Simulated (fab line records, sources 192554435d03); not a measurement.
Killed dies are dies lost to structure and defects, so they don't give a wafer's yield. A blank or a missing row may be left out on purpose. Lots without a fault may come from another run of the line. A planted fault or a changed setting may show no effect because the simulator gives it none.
A struck lot beside a sound one | flow n5_finfet | 19 steps out of a route of 1938
Sound: wafers L401.1, L401.4, L401.5. Struck: wafers L414.1, L414.2, L414.6. The cause comes at the end.
At each step with rows: each side's tool, then ch and its chambers, then its first start. Under that, the readings that differ: sound wafers | struck wafers | difference of the means | sigmas: that difference in standard deviations of wafers without a fault.
alike: readings whose means differ by less than 2 such deviations, and words and numbers that are the same on both sides. not compared: withheld readings, readings that some wafer has no value for, bounds like >300 that may hide the same value, and numbers for which the record gives no deviation and whose values overlap.
The two part at a step that has a row with sigmas, a row that says differs or no value, or rows on one side only. Numbers that don't overlap but have no deviation are shown without sigmas and don't part them. A reading that every wafer of one side lacks parts them only if that side has two wafers or more.

N5_BEOL_M13_CMP_49: polishes, stops on SiOC, t overpolish 17.1 s, target thk 420 nm.
  sound on cmp-02 ch 0,1, day 11 12:59; struck on cmp-04 ch 0,3, day 14 15:29
  alike: barrier_field_endpoint_s, motor_current_A, overpolish_run_s
N5_BEOL_M13_THK_MEAS_50: measures by xrf.
  sound on film_metro-01, day 11 13:16; struck on film_metro-02, day 14 15:44
  alike: M13_THK
then, 1 step without rows for these wafers: N5_BEOL_M13_PRE_CLEAN_52 (time 15 s).
N5_BEOL_M13_DEP_53: deposits SiCN from 3MS/NH3, target thk 50 nm, time 17.8 s.
  sound on pecvd-01 ch 0,2, day 11 13:21; struck on pecvd-04 ch 0,1,2, day 14 15:47
  alike: showerhead_plenum_p_Torr, throttle_valve_pct
N5_BEOL_M13_RS_MEAS_54: measures by four-point-probe.
  sound on film_metro-01, day 11 13:26; struck on film_metro-01, day 14 15:52
  reading         | sound                | struck               | difference | sigmas
  M13_RS (ohm/sq) | 0.0461 0.0458 0.0455 | 0.0442 0.0438 0.0441 | -0.0018    | -2
N5_BEOL_M13_INSPECT_55: inspects for defects (darkfield).
  sound on defect_inspect-01, day 11 13:28; struck on defect_inspect-01, day 14 15:53
  alike: raw_defect_count
N5_BEOL_M14_ILD_DEP_00: deposits SiO2 from TEOS/O2, target thk 1119.3 nm, time 237.4 s.
  sound on pecvd-03 ch 1,2, day 11 13:29; struck on pecvd-03 ch 1,2, day 14 15:55
  alike: heater_power_w, showerhead_plenum_p_Torr, susceptor_temp_C, throttle_valve_pct
N5_BEOL_M14_THK_MEAS_01:
  sound on film_metro-02, day 11 13:41; struck on film_metro-01, day 14 16:07
  alike: M14_ILD_THK
then, 4 steps without rows for these wafers: N5_BEOL_M14_COAT_58 (time 60 s, resist thk 89 nm); N5_BEOL_M14_COAT_04 (resist thk 800 nm); N5_BEOL_M14_EBR_06; N5_BEOL_M14_SOFTBAKE_05 (time 60 s).
N5_BEOL_M14_EXPOSE_07: exposes mask V13.
  sound on krf_scanner-02 ch 0, day 11 13:56; struck on krf_scanner-02 ch 0, day 14 16:14
  alike: mask, stage_vel_mm_s
then, 3 steps without rows for these wafers: N5_BEOL_M14_PEB_08 (peb time 90 s); N5_BEOL_M14_DEVELOP_09 (develop time 45 s); N5_BEOL_M14_HARDBAKE_14 (time 120 s).
N5_BEOL_M14_CD_MEAS_10: target cd 250 nm.
  sound on cd_sem-03 ch 0, day 11 14:07; struck on cd_sem-01 ch 0, day 14 16:25
  reading    | sound             | struck            | difference | sigmas
  cd_nm (nm) | 251.6 249.2 248.2 | 245.4 240.3 242.8 | -6.8       | -5
N5_BEOL_M14_OVL_MEAS_11:
  sound on overlay-02 ch 0, day 11 14:09; struck on overlay-02 ch 0, day 14 16:27
  alike: V13_OVL
N5_PASSIVATION_PROBE_49:
  the record has rows for the struck wafers here (prober-01, day 15 19:25) and none for the sound ones

WHERE THEY PART
First at N5_BEOL_M13_RS_MEAS_54; last, within this record, at N5_PASSIVATION_PROBE_49.

WHY: what the simulator had put in
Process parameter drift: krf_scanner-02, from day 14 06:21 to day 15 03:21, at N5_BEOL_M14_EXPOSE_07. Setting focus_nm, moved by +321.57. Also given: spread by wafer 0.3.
